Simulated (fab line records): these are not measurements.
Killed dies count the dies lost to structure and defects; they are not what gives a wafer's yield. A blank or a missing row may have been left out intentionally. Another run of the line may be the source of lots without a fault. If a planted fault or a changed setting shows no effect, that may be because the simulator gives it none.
Chamber matching	flow n5Finfet	N5_BEOL_M0_SAQP_PECVD_97 on pecvd-02 has 3 sister chambers
The step deposits SiNx from SiH4/NH3/N2, target thk 23 nm, time 19.9 s. 3 wafers are shown with their chamber, then 9 later ones without.

## EACH WAFER AND ITS CHAMBER
wafer	chamber	showerheadPlenumPTorr (Torr)
L087.3	2	5.13
L091.4	0	5.27
L091.6	1	5.11

## WAFERS WITH NO CHAMBER GIVEN
wafer	showerheadPlenumPTorr (Torr)
L093.1	5.26
L093.4	5.28
L093.6	5.11
L094.1	5.13
L094.2	5.12
L094.3	5.28
L096.1	5.28
L096.3	5.12
L096.5	5.12

## THE CHAMBER EACH PASSED THROUGH
wafer	from the rows above	in truth
L093.1	0	0
L093.4	0	0
L093.6	1	1
L094.1	2	2
L094.2	can't be placed: 1 or 2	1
L094.3	0	0
L096.1	0	0
L096.3	can't be placed: 1 or 2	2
L096.5	can't be placed: 1 or 2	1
Correctly placed: 6 of 9. Can't be placed from these rows: 3 (the true chamber is among the candidates in 3). Number placed wrongly: 0.
How it was worked out, from the rows above alone: a wafer's distance from a chamber is the root of the sum, over the readings, of the square of ((its reading less the chamber's mean) divided by the reading's scatter). If the next closest chamber is less than 2 further off than the closest, the wafer can't be placed; otherwise it belongs to the closest. For every chamber, the mean is computed from those of its wafers that are shown. The scatter: with one shown wafer a chamber, the root of the mean of the squares of how far each hidden wafer lies from its nearest shown one.
